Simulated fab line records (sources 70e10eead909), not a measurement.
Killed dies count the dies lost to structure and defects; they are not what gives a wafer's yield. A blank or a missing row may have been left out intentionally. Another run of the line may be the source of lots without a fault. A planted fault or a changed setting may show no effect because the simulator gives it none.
fab line records | flow nand-harc
[record] lots = 12 wafers = 36 last-day = 24
route steps=1159 shown P_ZERO_WELL@16 P_STI@89 P_GATE@175 END@1159
lots that met no fault: from a run of the same line without faults
start-h: start of the lot's first displayed wafer, in hours after the record's first day | wait-h: time in hours since the lot's previous step | " repeats the value in the row above | L1.1+2: a row that stands for several wafers | - no value present, or no start provided | * or withheld: withheld | < > ~ a bound
route shown NAME@n: a module of which the file shows steps, and the number in the route of the first | usual: mean/standard deviation taken from wafers without a fault | same: alike in all rows | chamber/n: place in a boat | sites: per-site readings | _std_site: standard deviation of those values | _edge_site: inner sites' mean taken away from outer sites' mean | radius-mm: for every site, how far away it sits from the centre of the wafer | mask NAME#n: copy n | behind: the most recent tool/chamber to have shaped the wafer | hold: reason for holding the lot/hours on hold/outcome of the hold | device: whichever transistor did not switch (one of n, p or np) | end of line: the same wafers' tests at the end of the route | for a step that has no rows: nothing shown but its recipe | killed: dies lost to structure and defects at the first sort, not the wafer's yield | map: a wafer's dies, x killed, . not, _ none there
set.NAME: the setting that was run; set.NAME@STEP: the one run at that earlier step | model.NAME: the simulator's own value behind a step, which no gauge read
route steps across a sampled set of lots; one table per step, one row per wafer
services: from which hour (start-h, from the record's first day; less than 0 if before it) a tool's chamber was out of use, for how many hours, and why
[[steps]]
[step NHARC_P_ZERO_WELL_DESCUM_13]
[recipe] time-s = 3 o2-flow-sccm = 200 ar-flow-sccm = 0 bias-power-w = 0 chemistry = O2
[usual] drypump-motor-current-A = 5.7/0.46 oes-product-au = 0.996/0.011 rf-vpp-V = 57.8/0.89 showerhead-plenum-p-Torr = 1.90/0.066 throttle-valve-pct = 11.312/0.009
// columns lot.wafer tool chamber start-h wait-h drypump-motor-current-A oes-product-au rf-hours-counter-h rf-vpp-V showerhead-plenum-p-Torr throttle-valve-pct
L318.1 rie-diel-01 1 19.28 - 5.5 0.995 3 55.9 1.84 11.322
L318.4 " 3 " " 5.5 0.999 4 57.6 1.87 11.302
L318.6 " 1 " " 5.5 0.994 - 58.5 1.84 11.310
L319.1 rie-diel-10 3 25.27 - 6.3 0.992 2 56.9 1.92 11.308
L319.4 " 2 " " 5.9 1.004 2 57.6 1.94 11.316
L319.6 " 0 " " 5.4 0.996 - 56.7 1.90 11.317
L320.4 rie-diel-01 3 31.31 - 5.5 0.997 5 57.1 1.87 11.319
L320.5 " 0 " " 5.2 1.007 - 59.2 1.96 11.312
L320.6 " 1 " " 5.5 0.986 - 57.1 1.84 11.320
L321.4 rie-diel-10 1 37.41 - 5.2 0.995 2 58.3 2.04 11.320
L321.2 " 2 " " 5.9 0.997 2 57.7 1.94 11.318
L321.6 " 0 " " 5.4 0.991 - 57.6 1.90 11.306
L325.1 rie-diel-10 1 61.41 - 5.1 1.005 3 58.0 2.04 11.307
L325.6 " 0 " " 5.4 0.992 - 58.6 1.90 11.307
L325.5 " 1 " " 5.1 1.003 - 57.9 2.04 11.297
L326.3 rie-diel-03 2 67.42 - 5.0 1.021 2 57.5 1.79 11.312
L326.4 " 0 " " 5.3 0.994 2 58.8 1.94 11.311
L326.5 " 1 " " 5.9 1.008 - 57.2 1.80 11.316
L327.4 rie-diel-01 2 73.27 - 6.6 0.997 7 58.8 1.92 11.316
L327.1 " 1 " " 5.5 0.979 7 59.3 1.84 11.320
L327.5 " 3 " " 5.5 0.995 - 56.9 1.87 11.307
L332.4 rie-diel-01 1 103.63 - 5.5 0.989 9 59.4 1.84 11.305
L332.1 " 2 " " 6.6 0.982 9 59.0 1.92 11.303
L332.5 " 0 " " 5.1 1.009 - 58.9 1.95 11.307
L333.1 rie-diel-03 0 109.40 - 5.3 0.975 4 57.5 1.94 11.328
L333.2 " 2 " " 5.0 1.000 4 57.6 1.79 11.323
L333.5 " 1 " " 5.9 1.012 - 58.0 1.80 11.308
L334.3 rie-diel-01 2 115.40 - 6.6 0.974 10 58.3 1.92 11.304
L334.5 " 2 " " 6.6 0.982 - 58.9 1.92 11.310
L334.4 " 3 " " 5.6 0.989 - 56.6 1.87 11.335
L338.3 rie-diel-10 1 139.30 - 5.2 0.992 9 58.5 2.04 11.298
L338.4 " 2 " " 5.8 1.004 9 57.9 1.93 11.328
L338.6 " 3 " " 6.3 0.991 - 57.8 1.91 11.300
L340.3 rie-diel-03 2 151.42 - 5.0 1.011 5 58.8 1.79 11.318
L340.6 " 0 " " 5.3 0.978 - 58.6 1.94 11.310
L340.5 " 1 " " 5.9 1.012 - 57.3 1.80 11.321
[step NHARC_P_ZERO_WELL_IMPLANT_40]
[recipe] energy-kev = 300 dose-cm2 = 1e+13 tilt-deg = 7
[usual] beam-energy-keV = 300.00/0.099 beam-on-s = 10.01/0.23
// columns lot.wafer tool chamber start-h wait-h beam-energy-keV beam-on-s
L318.1 implanter-01 0 22.51 0.1 299.99 10.26
L318.4 " 0 " " 299.94 9.90
L318.6 " 0 " " 300.05 10.01
L319.1 implanter-01 0 28.50 0.2 300.11 10.04
L319.4 " 0 " " 300.16 9.66
L319.6 " 0 " " 300.19 9.84
L320.4 implanter-02 0 34.40 0.2 299.88 9.89
L320.5 " 0 " " 300.04 9.87
L320.6 " 0 " " 300.04 9.91
L321.2 implanter-02 0 40.52 0.1 299.93 10.05
L321.4 " 0 " " 300.02 10.02
L321.6 " 0 " " 299.95 10.06
L325.1 implanter-01 - 64.56 0.1 - -
L325.5 " - " " - -
L325.6 " - " " - -
L326.3 implanter-01 - 70.50 0.2 - -
L326.4 " - " " - -
L326.5 " - " " - -
L327.1 implanter-02 - 76.41 0.1 - -
L327.4 " - " " - -
L327.5 " - " " - -
L332.1 implanter-01 0 106.84 0.1 299.96 9.99
L332.4 " 0 " " 300.01 10.33
L332.5 " 0 " " 299.98 9.99
L333.1 implanter-02 0 112.35 0.1 300.06 10.16
L333.2 " 0 " " 300.18 10.23
L333.5 " 0 " " 300.15 9.93
L334.3 implanter-01 0 118.57 0.2 299.85 9.86
L334.4 " 0 " " 299.81 10.06
L334.5 " 0 " " 299.94 10.05
L338.3 implanter-01 0 142.52 0.2 300.11 9.82
L338.4 " 0 " " 300.00 10.26
L338.6 " 0 " " 300.02 10.08
L340.3 implanter-01 0 154.64 0.2 299.95 9.91
L340.5 " 0 " " 299.96 10.01
L340.6 " 0 " " 300.05 9.91
[step NHARC_P_STI_ETCH_31]
[recipe] target-depth-a = 1089 time-s = 54.5 cf4-flow-sccm = 100 chf3-flow-sccm = 30 ar-flow-sccm = 0 rf-w = 500 bias-w = 200 chemistry = CF4/CHF3
[usual] bias-w = 200.1/0.6 drypump-motor-current-A = 5.7/0.43 oes-product-au = 0.959/0.019 rf-vpp-V = 370.5/2.4 showerhead-plenum-p-Torr = 1.57/0.064 throttle-valve-pct = 16.802/0.0098
// columns lot.wafer tool chamber start-h wait-h bias-w drypump-motor-current-A oes-product-au rf-hours-counter-h rf-vpp-V showerhead-plenum-p-Torr throttle-valve-pct
L318.1 rie-diel-04 0 - - 201.0 6.3 0.962 3.4 369.3 1.51 16.792
L318.4 " 1 " " 199.1 5.6 0.966 3.5 370.0 1.57 16.803
L318.6 " 1 " " 200.2 5.6 0.964 - 370.3 1.57 16.811
L319.4 rie-diel-04 1 - - 200.2 5.6 0.945 3.9 371.1 1.57 16.798
L319.1 " 0 " " 199.8 6.3 0.960 3.8 368.0 1.51 16.813
L319.6 " 2 " " 199.6 5.4 0.974 - 368.9 1.47 16.804
L320.4 rie-diel-13 3 - - 200.1 5.1 0.938 3.6 371.6 1.59 16.805
L320.6 " 3 " " 200.5 5.1 0.955 - 370.7 1.59 16.813
L320.5 " 0 " " 200.5 5.8 0.980 - 373.3 1.62 16.806
L321.2 rie-diel-04 0 - - 199.7 6.3 0.968 4.4 367.8 1.51 16.802
L321.4 " 0 " " 199.7 6.3 0.959 - 367.2 1.51 16.788
L321.6 " 1 " " 199.5 5.6 0.950 - 371.2 1.57 16.798
L333.2 rie-diel-13 1 - - 201.1 5.2 0.967 0.5 368.3 1.53 16.799
L333.1 " 2 " " 200.8 5.3 0.974 0.6 374.8 1.68 16.801
L333.5 " 2 " " 200.9 5.3 0.979 - 373.7 1.68 16.802
L332.1 rie-diel-04 0 - - 199.9 6.3 0.966 0.6 369.4 1.51 16.789
L332.5 " 0 " " 200.2 6.3 0.964 - 369.3 1.51 16.806
L332.4 " 1 " " 200.0 5.6 0.954 - 369.9 1.57 16.796
L334.4 rie-diel-04 3 - - 199.5 6.0 0.985 0.8 368.0 1.53 16.799
L334.3 " 1 " " 199.2 5.6 0.972 0.9 371.5 1.57 16.813
L334.5 " 3 " " 199.3 6.0 0.969 - 368.9 1.53 16.799
L338.4 rie-diel-13 2 - - 200.5 5.3 0.919 1.3 374.2 1.68 16.805
L338.3 " 3 " " 199.9 5.1 0.919 1.4 371.4 1.58 16.810
L338.6 " 3 " " 199.9 5.1 0.933 - 372.2 1.58 16.793
L340.3 rie-diel-08 1 - - 201.0 5.3 0.975 3.6 368.4 1.51 16.801
L340.5 " 2 " " 199.6 6.2 0.972 - 368.9 1.48 16.801
L340.6 " 3 " " 199.4 6.4 0.971 - 372.0 1.60 16.804
[step NHARC_P_GATE_STRIP_75]
[recipe] power-w = 1500 temp-c = 250 chemistry = O2
[usual] drypump-motor-current-A = 6.24/0.094 heater-power-w = 327/21
// columns lot.wafer tool chamber start-h wait-h drypump-motor-current-A heater-power-w rf-hours-counter-h
L318.1 plasma-asher-02 1 102.55 0.2 6.39 358 30
L318.4 " 0 " " 6.24 313 -
L318.6 " 1 " " 6.33 365 -
L320.4 plasma-asher-01 0 120.98 0.2 6.16 303 -
L320.5 " 0 " " 6.20 307 -
L320.6 " 1 " " 6.13 333 -
L321.2 plasma-asher-01 0 122.86 0.2 6.19 300 3
L321.4 " 0 " " 6.20 301 -
L321.6 " 1 " " 6.09 329 -
L319.1 plasma-asher-02 0 127.24 0.2 6.20 314 40
L319.4 " 0 " " 6.22 318 -
L319.6 " 0 " " 6.24 310 -
L332.1 plasma-asher-01 0 197.79 0.2 6.22 296 28
L332.4 " 0 " " 6.25 304 -
L332.5 " 0 " " 6.21 299 -
L333.2 plasma-asher-02 1 198.40 0.2 6.38 344 2
L333.1 " 0 " " 6.18 323 2
L333.5 " 0 " " 6.22 321 -
L334.3 plasma-asher-02 0 205.22 0.2 6.29 336 -
L334.4 " 1 " " 6.40 340 -
L334.5 " 1 " " 6.34 350 -
L338.3 plasma-asher-01 1 225.76 0.2 6.12 323 -
L338.4 " 0 " " 6.20 297 -
L338.6 " 0 " " 6.20 296 -
L340.3 plasma-asher-01 0 240.58 0.2 6.22 299 -
L340.5 " 0 " " 6.22 301 -
L340.6 " 1 " " 6.11 325 -
[step NHARC_END_SORT_01]
[recipe] temp-c = 25
[usual] killed-at-array = 26/11 killed-at-other = 0.6/1 killed-at-periphery = 3.1/2.1 killed-dies = 30/11 killed-open = 3.4/1.8 killed-short = 2.1/1.5
[same] gross-dies = 677
// columns lot.wafer tool chamber start-h wait-h killed-at-array killed-at-other killed-at-periphery killed-dies killed-open killed-short
L325.1 prober-02 0 486.64 2.5 15 0 662 677 3 1
L325.5 prober-02 0 489.92 3.8 15 0 662 677 1 2
L325.6 prober-02 0 490.74 4.1 16 1 660 677 3 0
L326.3 prober-01 0 488.27 3.1 17 2 658 677 4 2
L326.4 prober-01 0 489.08 3.4 24 4 649 677 5 7
L326.5 prober-01 0 489.89 3.7 21 1 655 677 3 5
L327.1 prober-02 0 502.39 2.5 24 0 653 677 5 2
L327.4 prober-02 0 504.76 3.4 25 1 651 677 5 5
L327.5 prober-02 0 505.55 3.7 21 0 656 677 3 0
L332.1 prober-01 0 527.36 2.4 30 0 3 33 2 1
L332.4 prober-01 0 529.79 3.4 33 0 3 36 4 2
L332.5 prober-01 0 530.60 3.7 28 0 5 33 4 0
L333.1 prober-02 0 527.44 2.5 35 0 5 40 4 2
L333.2 prober-02 0 528.25 2.8 26 2 0 28 3 2
L333.5 prober-02 0 530.65 3.7 28 0 4 32 4 2
// killed by level:class
L325.1 P_ZERO_WELL:area-implant=653 A_WL_FILL:chamber-film-flake=4 P_GATE:chamber-film-flake=3 A_CHANNEL_HOLE_D1:chamber-film-flake=3 P_STI:chamber-film-flake=2 A_CHANNEL_FILL_D1:chamber-film-flake=2 A_CONTACT:chamber-film-flake=2 P_GATE:geometric-particle:open=1
L326.3 P_ZERO_WELL:area-implant=655 A_CHANNEL_HOLE_D1:chamber-film-flake=9 A_CONTACT:chamber-film-flake=4 THIN_TSV:chamber-film-flake=2 P_M0:geometric-particle:short=1 P_BONDPAD:geometric-particle:open=1 A_CHANNEL_FILL_D1:geometric-particle:short=1 A_WL_FILL:geometric-particle:open=1
L326.4 P_ZERO_WELL:area-implant=645 A_CHANNEL_HOLE_D1:chamber-film-flake=11 THIN_TSV:chamber-film-flake=4 A_CHANNEL_FILL_D1:geometric-particle:open=3 A_CHANNEL_FILL_D1:geometric-particle:short=2 A_CONTACT:chamber-film-flake=2 P_GATE:geometric-particle:open=1 P_M0:geometric-particle:short=1
L326.5 P_ZERO_WELL:area-implant=653 A_CHANNEL_HOLE_D1:chamber-film-flake=11 A_CONTACT:chamber-film-flake=3 A_CHANNEL_FILL_D1:geometric-particle:short=2 P_CONTACT:geometric-particle:short=1 A_SOURCE_PLATE:geometric-particle:short=1 A_SOURCE_PLATE:geometric-particle:open=1 A_ONON_D1:geometric-particle:open=1
L325.5 P_ZERO_WELL:area-implant=659 P_GATE:chamber-film-flake=3 A_WL_FILL:chamber-film-flake=3 A_ZERO_WELL:chamber-film-flake=2 A_CHANNEL_HOLE_D1:chamber-film-flake=2 A_STAIRCASE:chamber-film-flake=2 A_CONTACT:chamber-film-flake=2 A_CONTACT:geometric-particle:short=1
L325.6 P_ZERO_WELL:area-implant=658 A_CHANNEL_HOLE_D1:chamber-film-flake=5 A_WL_FILL:chamber-film-flake=2 A_ZERO_WELL:chamber-film-flake=2 A_CHANNEL_FILL_D1:chamber-film-flake=2 A_CONTACT:chamber-film-flake=2 P_M0:geometric-particle:open=1 A_SGD_CUT:geometric-particle:open=1
L327.1 P_ZERO_WELL:area-implant=650 A_CHANNEL_HOLE_D1:chamber-film-flake=17 P_CONTACT:geometric-particle:short=1 P_M2:geometric-particle:open=1 A_SOURCE_PLATE:geometric-particle:open=1 A_CHANNEL_FILL_D1:geometric-particle:open=1 A_CHANNEL_FILL_D1:geometric-particle:short=1 A_CONTACT:geometric-particle:open=1
L327.4 P_ZERO_WELL:area-implant=644 A_CHANNEL_HOLE_D1:chamber-film-flake=13 P_ZERO_WELL:chamber-film-flake=4 A_CHANNEL_FILL_D1:chamber-film-flake=3 A_CONTACT:geometric-particle:open=2 P_CONTACT:geometric-particle:open=1 P_M2:geometric-particle:open=1 A_SOURCE_PLATE:geometric-particle:short=1
L327.5 P_ZERO_WELL:area-implant=655 A_CHANNEL_HOLE_D1:chamber-film-flake=15 A_M0:geometric-particle:open=2 A_CONTACT:chamber-film-flake=2 A_CHANNEL_FILL_D1:geometric-particle:open=1 P_ZERO_WELL:chamber-film-flake=1 A_WL_FILL:chamber-film-flake=1
L332.1 A_SLIT:chamber-film-flake=14 A_CHANNEL_HOLE_D1:chamber-film-flake=5 A_STAIRCASE:chamber-film-flake=4 A_ZERO_WELL:chamber-film-flake=3 A_CONTACT:chamber-film-flake=2 P_CONTACT:geometric-particle:short=1 A_CONTACT:geometric-particle:open=1 A_BLC:geometric-particle:open=1
L333.1 A_CHANNEL_HOLE_D1:chamber-film-flake=21 A_CONTACT:chamber-film-flake=6 A_BLC:geometric-particle:open=2 A_ZERO_WELL:chamber-film-flake=2 P_M0:geometric-particle:open=1 P_M1:geometric-particle:open=1 A_SGD_CUT:geometric-particle:short=1 A_CONTACT:geometric-particle:short=1
L333.2 A_CHANNEL_HOLE_D1:chamber-film-flake=14 A_STAIRCASE:chamber-film-flake=5 A_CONTACT:chamber-film-flake=2 THIN_TSV:chamber-film-flake=2 A_ONON_D1:geometric-particle:short=1 A_CHANNEL_HOLE_D1:geometric-particle:open=1 A_CHANNEL_FILL_D1:geometric-particle:open=1 A_CONTACT:geometric-particle:short=1
L332.4 A_SLIT:chamber-film-flake=17 A_CHANNEL_HOLE_D1:chamber-film-flake=7 A_STAIRCASE:chamber-film-flake=2 A_CONTACT:chamber-film-flake=2 P_GATE:geometric-particle:open=1 P_CONTACT:geometric-particle:short=1 A_ONON_D1:geometric-particle:open=1 A_WL_FILL:geometric-particle:open=1
L332.5 A_SLIT:chamber-film-flake=15 A_CHANNEL_HOLE_D1:chamber-film-flake=7 P_GATE:chamber-film-flake=4 A_M0:geometric-particle:open=2 A_ZERO_WELL:chamber-film-flake=2 P_CONTACT:geometric-particle:open=1 A_CONTACT:geometric-particle:open=1 A_STAIRCASE:chamber-film-flake=1
L333.5 A_CHANNEL_HOLE_D1:chamber-film-flake=17 A_CONTACT:chamber-film-flake=6 P_CONTACT:geometric-particle:open=2 A_CHANNEL_FILL_D1:chamber-film-flake=2 P_CONTACT:geometric-particle:short=1 P_M0:geometric-particle:open=1 A_ONON_D1:geometric-particle:open=1 A_CONTACT:geometric-particle:short=1
[[services]]
// columns tool chamber start-h hours kind
rie-diel-10 - -0.50 9.0 pm
plasma-asher-02 - 6.20 9.0 pm
implanter-01 - 47.75 1.4 repair
rie-diel-04 3 53.44 14.2 repair
rie-diel-04 1 61.03 31.2 repair
implanter-02 - 62.78 5.8 repair
implanter-01 - 67.70 2.5 repair
rie-diel-04 0 70.60 2.4 repair
plasma-asher-01 - 71.58 0.6 repair
implanter-02 - 85.00 13.0 pm
rie-diel-10 - 85.42 0.1 repair
plasma-asher-01 - 99.48 9.0 pm
rie-diel-10 3 104.03 17.4 repair
rie-diel-01 0 108.72 17.7 repair
rie-diel-04 - 111.92 9.0 pm
implanter-01 - 122.93 3.1 repair
rie-diel-04 2 126.74 3.8 repair
rie-diel-01 - 134.60 1.0 repair
rie-diel-01 - 137.80 9.0 pm
rie-diel-10 0 147.71 6.0 repair
implanter-02 - 149.05 18.6 repair
rie-diel-01 2 151.45 9.2 repair
implanter-01 - 220.21 2.1 repair
rie-diel-04 - 222.09 0.6 repair
[[key]]
[first-sign] step = NHARC_P_ZERO_WELL_IMPLANT_40 reading = tool-record direction = missing
[effect] step = NHARC_END_SORT_01 reading = killed-at-periphery direction = up sigmas = 99+ usual = 3.1 struck = 656.2
[more-kills-born-at] NHARC_P_ZERO_WELL_IMPLANT_40@implanter-01 = 3923 NHARC_P_ZERO_WELL_IMPLANT_40@implanter-02 = 1949
met-at NHARC_P_ZERO_WELL_IMPLANT_40
struck-lots L325,L326,L327
later-rows-left-out L325.1,L325.5,L325.6,L326.3,L326.4,L326.5,L327.1,L327.4,L327.5
tester-left-out L325,L326,L327
not-acting-at NHARC_P_ZERO_WELL_DESCUM_13,NHARC_P_STI_ETCH_31,NHARC_P_GATE_STRIP_75
onset-between 40.52 64.56
[fault] kind = skipped-step-whole tool = implanter-01,implanter-02 chamber = - onset-h = 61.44 steps = NHARC_P_ZERO_WELL_IMPLANT_40 scope = struck-lots-only
// tester-left-out: of these lots the tester's yield and bins aren't shown, on N5 and GAA mostly nor the transistor test; their killed dies are dies lost to structure and defects alone, not to doping, threshold or leakage, so they don't give the yield
// later-rows-left-out: the simulator's readings of these wafers behind a module that went badly wrong aren't trusted and aren't shown, but for the sort
